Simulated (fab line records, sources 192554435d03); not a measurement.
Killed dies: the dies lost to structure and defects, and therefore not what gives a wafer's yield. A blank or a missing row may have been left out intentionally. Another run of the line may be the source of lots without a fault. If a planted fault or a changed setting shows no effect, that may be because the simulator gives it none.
Which of the tools did it? + flow n5 finfet + route of 1938 steps, sampled at 1 step: 14 lots, 42 wafers

== WHAT THE GAUGES READ, wafer by wafer ==
N5_BEOL_M13_OVL_MEAS_11.
| lot  | measured     | on         | V12_OVL (nm) |
|------|--------------|------------|--------------|
| L659 | day 12 14:14 | overlay-01 | 7 0 0        |
| L661 | day 13 14:18 | overlay-02 | -5 -5 -2     |
| L657 | day 13 14:59 | overlay-01 | -2 1 -6      |
| L662 | day 13 15:49 | overlay-02 | -8 7 -7      |
| L658 | day 14 06:59 | overlay-01 | 4 -6 -4      |
| L664 | day 14 07:34 | overlay-02 | 5 4 8        |
| L666 | day 14 16:20 | overlay-01 | -1 5 2       |
| L674 | day 16 20:22 | overlay-02 | 2 1 -1       |
| L673 | day 17 06:23 | overlay-02 | 2 -4 -2      |
| L675 | day 17 07:20 | overlay-02 | -4 8 0       |
| L676 | day 17 14:00 | overlay-02 | 0 -7 -4      |
| L678 | day 18 17:40 | overlay-01 | 3 2 -2       |
| L679 | day 18 19:17 | overlay-01 | -2 -8 -1     |
| L680 | day 19 17:13 | overlay-01 | 3 6 -5       |

== EACH LOT AND THE TOOL THAT RAN IT (in order: tool; ch and the chambers of the sampled wafers; start) ==
Before these readings, the record contains no process step.

== WHAT THE TOOLS THEMSELVES READ (means of the sampled wafers that have a number; where no wafer has one, the mark that the record gives instead) ==
The record holds no such reading with a usual standard deviation.

== THE ANSWER, worked out from the rows above alone ==
Rule: the lots themselves supply what counts as usual. The widest of any qualifying gaps counts: lots, ordered by their means at a reading, are off when they make up no more than a third of the lots, leave a main group of 4 or more, and stand apart from it by 3 or more times the standard deviation of that group's means. A main group whose means are all the same, to the digits that the tables above print for the reading, isn't used. Also off: a lot with no number at a reading for which 4 or more lots have one. The other lots that the step has rows for count as sound. First the gauges in route order, then the tools' own readings, where a lot's mean is used as printed above. At the first step where some lot is off, the reading lying furthest off is the one used; lots without a number count as furthest.
No lot is off at any reading shown: from this, nothing can be told.

== WHAT THE SIMULATOR HAD INSERTED ==
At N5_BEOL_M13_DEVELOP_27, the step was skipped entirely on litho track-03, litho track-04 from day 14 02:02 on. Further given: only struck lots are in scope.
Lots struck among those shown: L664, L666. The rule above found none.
